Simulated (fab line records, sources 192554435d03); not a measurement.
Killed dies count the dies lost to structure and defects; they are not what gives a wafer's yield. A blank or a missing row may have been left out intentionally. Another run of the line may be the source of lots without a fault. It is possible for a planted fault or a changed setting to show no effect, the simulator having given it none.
A struck lot beside a sound one + flow n5Finfet + 14 steps out of a route of 1938
Sound: wafers L289.1, L289.2, L289.5. Struck: wafer L296.4 (left out: L296.3, a lot-mate that was not struck); the cause follows at the end.
Each step with rows lists, per side, the tool, then ch with its chambers, then its first start. Under that, the readings that differ: sound wafers + struck wafers + difference of the means + sigmas: that difference in standard deviations of wafers without a fault.
alike: a reading whose means differ by less than 2 such deviations, as well as words and numbers matching on both sides. not compared: withheld readings; readings where some wafer has no value; bounds like >300 that might hide an equal value; numbers whose values overlap and for which the record gives no deviation.
A row with sigmas, a row that says differs or no value, or rows on one side alone: a step with any of these is where the two part. When numbers do not overlap yet have no deviation, they are printed without sigmas and do not part them. A reading that every wafer of one side lacks parts them only if that side has two wafers or more.

first, 7 steps without rows for these wafers: N5_BEOL_M9_COAT_60 (time 60 s, resist thk 30 nm); N5_BEOL_M9_COAT_05 (resist thk 90 nm); N5_BEOL_M9_EBR_07; N5_BEOL_M9_SOFTBAKE_06 (time 60 s); N5_BEOL_M9_EXPOSE_08 (exposes mask M9); N5_BEOL_M9_PEB_09 (peb time 60 s); N5_BEOL_M9_DEVELOP_10 (develop time 30 s).
N5_BEOL_M9_CD_MEAS_11: target cd 64.1 nm.
  sound on cdSem-02 ch 0, day 11 16:21; struck on cdSem-01 ch 0, day 13 21:36
  alike: cdNm
N5_BEOL_M9_OVL_MEAS_12:
  sound on overlay-02 ch 0, day 11 16:23; struck on overlay-01 ch 0, day 13 21:38
| reading     | sound         | struck | difference | sigmas |
|-------------|---------------|--------|------------|--------|
| M9_OVL (nm) | 0.0 -1.9 -1.6 | 0.3    | +1.5       | +2     |
N5_BEOL_M9_INSPECT_13: inspects for defects (brightfield).
  sound on defectInspect-01, day 11 16:24; struck on defectInspect-02, day 13 21:39
  alike: rawDefectCount
N5_BEOL_M9_DESCUM_16: chemistry O2, time 7.9 s.
  sound on rieDiel-02 ch 0,1,3, day 11 16:26; struck on rieDiel-03 ch 2, day 13 21:52
  alike: drypumpMotorCurrentA, oesProductAu, rfVppV, showerheadPlenumPTorr, throttleValvePct
  not compared: rfHoursCounterH
N5_BEOL_M9_ETCH_61: etches SiARC in CF4, target depth 39 nm, time 65 s.
  sound on rieDiel-02 ch 0,1,3, day 11 16:28; struck on rieDiel-03 ch 2, day 13 21:54
  alike: drypumpMotorCurrentA, etchRfOnTimeS, oesProductAu, rfVppV, showerheadPlenumPTorr, throttleValvePct
  not compared: rfHoursCounterH
N5_BEOL_M9_ETCH_62: etches SOC in N2/H2, target depth 110 nm, overetch 22 nm, time 165 s.
  sound on rieDiel-02 ch 0,1,3, day 11 16:31; struck on rieDiel-03 ch 2, day 13 21:57
| reading                                   | sound          | struck | difference | sigmas |
|-------------------------------------------|----------------|--------|------------|--------|
| oesProductAu (a.u.)                       | 0.73 0.70 0.61 | 0.87   | +0.19      | +2     |
| model.SiARC_of_BEOL_M9_COAT_60.thkNm (nm) | 24 24 23.8     | 24.2   | +0.3       |        |
  alike: drypumpMotorCurrentA, rfVppV, showerheadPlenumPTorr, throttleValvePct
  not compared: rfHoursCounterH
then, 1 step without rows for these wafers: N5_BEOL_M9_STRIP_68 (strips in N2/H2).

## WHERE THEY PART
Earliest at N5_BEOL_M9_OVL_MEAS_12; latest, in this record, at N5_BEOL_M9_ETCH_62.

WHY: what had been put in by the simulator
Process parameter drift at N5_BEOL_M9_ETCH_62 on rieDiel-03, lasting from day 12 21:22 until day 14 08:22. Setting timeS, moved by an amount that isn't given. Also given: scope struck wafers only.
